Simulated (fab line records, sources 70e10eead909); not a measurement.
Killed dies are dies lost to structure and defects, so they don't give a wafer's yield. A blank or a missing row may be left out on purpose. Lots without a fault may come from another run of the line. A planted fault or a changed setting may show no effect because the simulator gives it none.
Chamber matching | flow nand_harc | NHARC_A_CHANNEL_HOLE_D1_DESCUM_15 on rie_diel-02: 4 sister chambers
The step chemistry O2, time 3 s. 20 wafers are shown with their chamber, then 10 later ones without.

WAFERS WITH THEIR CHAMBER
wafer  | chamber | showerhead_plenum_p_Torr (Torr) | drypump_motor_current_A (A) | rf_vpp_V (V)
L323.1 | 2       | 1.84                            | 5.5                         | 57.0
L323.2 | 3       | 2.04                            | 5.4                         | 58.8
L323.5 | 1       | 1.97                            | 5.5                         | 57.7
L325.1 | 2       | 1.84                            | 5.5                         | 58.3
L325.2 | 0       | 1.80                            | 6.2                         | 57.1
L325.3 | 1       | 1.97                            | 5.5                         | 57.5
L326.2 | 1       | 1.97                            | 5.5                         | 58.4
L326.3 | 2       | 1.84                            | 5.5                         | 57.3
L326.6 | 2       | 1.84                            | 5.5                         | 56.7
L329.3 | 2       | 1.84                            | 5.5                         | 57.9
L329.5 | 3       | 2.04                            | 5.4                         | 57.7
L329.6 | 2       | 1.84                            | 5.5                         | 57.9
L332.1 | 1       | 1.97                            | 5.5                         | 59.2
L332.5 | 0       | 1.79                            | 6.2                         | 56.6
L332.6 | 3       | 2.04                            | 5.4                         | 58.8
L337.1 | 3       | 2.04                            | 5.4                         | 59.1
L337.4 | 0       | 1.79                            | 6.1                         | 57.7
L337.5 | 1       | 1.97                            | 5.5                         | 55.7
L338.3 | 3       | 2.03                            | 5.4                         | 58.8
L338.5 | 1       | 1.97                            | 5.5                         | 58.0

SIGNATURES (means of the wafers above)
reading                  | chamber 0 | chamber 1 | chamber 2 | chamber 3 | scatter within a chamber
showerhead_plenum_p_Torr | 1.7933    | 1.9700    | 1.8400    | 2.0380    | 0.00303
drypump_motor_current_A  | 6.167     | 5.500     | 5.500     | 5.400     | 0.0204
rf_vpp_V                 | 57.133    | 57.750    | 57.517    | 58.640    | 0.811
Rule: a wafer's distance from a chamber is the root of the sum, over the readings, of the square of ((its reading less the chamber's mean) divided by the reading's scatter). The wafer belongs to the nearest chamber; if the next one is less than 2 further off, it can't be placed. The scatter: the root of (the sum of the squares of (reading less its chamber's mean) over the shown wafers, divided by (wafers less chambers)).

WAFERS WITHOUT THEIR CHAMBER
wafer  | showerhead_plenum_p_Torr (Torr) | drypump_motor_current_A (A) | rf_vpp_V (V)
L338.6 | 1.79                            | 6.2                         | 56.6
L340.1 | 2.03                            | 5.4                         | 58.5
L340.5 | 1.97                            | 5.5                         | 57.8
L340.6 | 1.79                            | 6.1                         | 60.3
L344.1 | 2.03                            | 5.4                         | 57.8
L344.3 | 1.97                            | 5.6                         | 60.2
L344.4 | 1.84                            | 5.6                         | 56.0
L346.1 | 1.97                            | 5.5                         | 58.1
L346.2 | 1.84                            | 5.5                         | 58.4
L346.5 | 1.79                            | 6.1                         | 57.3

WHICH CHAMBER EACH WENT THROUGH
wafer  | from the rows above | in truth
L338.6 | 0                   | 0
L340.1 | 3                   | 3
L340.5 | 1                   | 1
L340.6 | 0                   | 0
L344.1 | 3                   | 3
L344.3 | 1                   | 1
L344.4 | 2                   | 2
L346.1 | 1                   | 1
L346.2 | 2                   | 2
L346.5 | 0                   | 0
Placed correctly: 10 of 10. Can't be placed from these rows: 0. Placed wrongly: 0.
